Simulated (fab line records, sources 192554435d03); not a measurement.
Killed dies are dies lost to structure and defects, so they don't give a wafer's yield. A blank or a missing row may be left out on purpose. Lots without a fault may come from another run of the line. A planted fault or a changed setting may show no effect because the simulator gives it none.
Split-lot experiment | flow n5_finfet | 7 lots, 21 wafers read, on a route of 1938 steps

THE SPLIT
At N5_HKMG_FIN_COAT_43 (resist thk 90 nm), the setting spin_rpm was moved away from the recipe's 1500 rpm on 6 of the 21 wafers read, by -8.4% to +3.0%. The other wafers ran this setting at the recipe's value.

The file shows no step between the split and the reading.

THE READING
CAR-ArF_of_HKMG_FIN_COAT_43.thk_nm (the simulator's own value, which no gauge read), in nm, at N5_HKMG_FIN_DEVELOP_48 (develop time 30 s). The file gives no usual value for it. The 15 wafers here that ran the recipe average 88.3 nm, standard deviation 0.34 nm.

wafer  | tool, chamber at the split | spin_rpm as run, rpm | against the recipe | CAR-ArF_of_HKMG_FIN_COAT_43.thk_nm, nm | against lot-mates on the recipe
L075.1 | litho_track-04, 0          | 1500                 | recipe             | 88                                     | -
L075.3 | litho_track-04, 0          | 1500                 | recipe             | 88.4                                   | -
L075.4 | litho_track-04, 0          | 1500                 | recipe             | 88.2                                   | -
L076.1 | litho_track-03, 0          | 1500                 | recipe             | 88.4                                   | -
L076.2 | litho_track-03, 0          | 1500                 | recipe             | 88.2                                   | -
L076.6 | litho_track-03, 0          | 1500                 | recipe             | 88.4                                   | -
L077.2 | litho_track-03, 0          | 1500                 | recipe             | 88.4                                   | -
L077.5 | litho_track-03, 0          | 1374                 | -8.4%              | 92.4                                   | +4.0
L077.6 | litho_track-03, 0          | 1374                 | -8.4%              | 92                                     | +3.6
L080.4 | litho_track-02, 0          | 1500                 | recipe             | 88.6                                   | -
L080.5 | litho_track-02, 0          | 1500                 | recipe             | 88.4                                   | -
L080.6 | litho_track-02, 0          | 1500                 | recipe             | 88.8                                   | -
L087.1 | litho_track-04, 0          | 1393                 | -7.1%              | 91.6                                   | +3.2
L087.2 | litho_track-04, 0          | 1393                 | -7.1%              | 91.8                                   | +3.4
L087.4 | litho_track-04, 0          | 1500                 | recipe             | 88.4                                   | -
L089.2 | litho_track-04, 0          | 1500                 | recipe             | 87.4                                   | -
L089.3 | litho_track-04, 0          | 1500                 | recipe             | 87.8                                   | -
L089.5 | litho_track-04, 0          | 1384                 | -7.7%              | 91.8                                   | +4.2
L090.1 | litho_track-02, 0          | 1500                 | recipe             | 88.6                                   | -
L090.2 | litho_track-02, 0          | 1500                 | recipe             | 88.6                                   | -
L090.4 | litho_track-02, 0          | 1545                 | +3.0%              | 87.2                                   | -1.4

THE FIT
A straight line over all 21 wafers: CAR-ArF_of_HKMG_FIN_COAT_43.thk_nm changes by -0.46 nm for each +1% of spin_rpm; r = -0.98; the points scatter about the line by 0.32 nm.
The same after taking each lot's own level away (the mean of its wafers on the recipe; 21 wafers): -0.473 nm for each +1%; r = -0.99; scatter 0.2 nm.
On that fit, the largest move of spin_rpm shifts the reading by 4 nm.
The lots' own levels span 87.60 to 88.60 nm, that is 2.9 times the standard deviation above.
So the lot-to-lot level changes the slope little: the two slopes agree.
Check: with one of the wafers moved furthest among these (-8.4%) left out of the fit, the line predicts +3.97 nm for it against its lot-mates. It came out at +4 nm against them.

OTHER SPLITS ON THESE WAFERS
These wafers also went through other splits before the reading. Each is held against what the fit with the lots' levels taken away leaves over:
other split on the same wafers        | wafers away from the commonest value | r with CAR-ArF_of_HKMG_FIN_COAT_43.thk_nm (lot level and that fit taken away)
N5_SD_EPI_N_DEVELOP_08 develop_time_s | 7                                    | +0.35
N5_SD_EPI_P_EPI_21 epi_growth_time_s  | 7                                    | -0.09

THE WHOLE CHAIN: every reading that the file lists as answering this split, in the file's order
step                   | what it does      | reading                                                                             | change (the file's fit)               | r (the file's)
N5_HKMG_FIN_COAT_43    | resist thk 90 nm  | CAR-ArF_of_HKMG_FIN_COAT_43.thk_nm (the simulator's own value, which no gauge read) | -0.488 nm for each +1% of the setting | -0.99
N5_HKMG_FIN_DEVELOP_48 | develop time 30 s | CAR-ArF_of_HKMG_FIN_COAT_43.thk_nm (the simulator's own value, which no gauge read) | -0.484 nm for each +1% of the setting | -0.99

THE FILE'S OWN FIT
CAR-ArF_of_HKMG_FIN_COAT_43.thk_nm changes by -0.484 nm for each +1% of spin_rpm, r = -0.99.
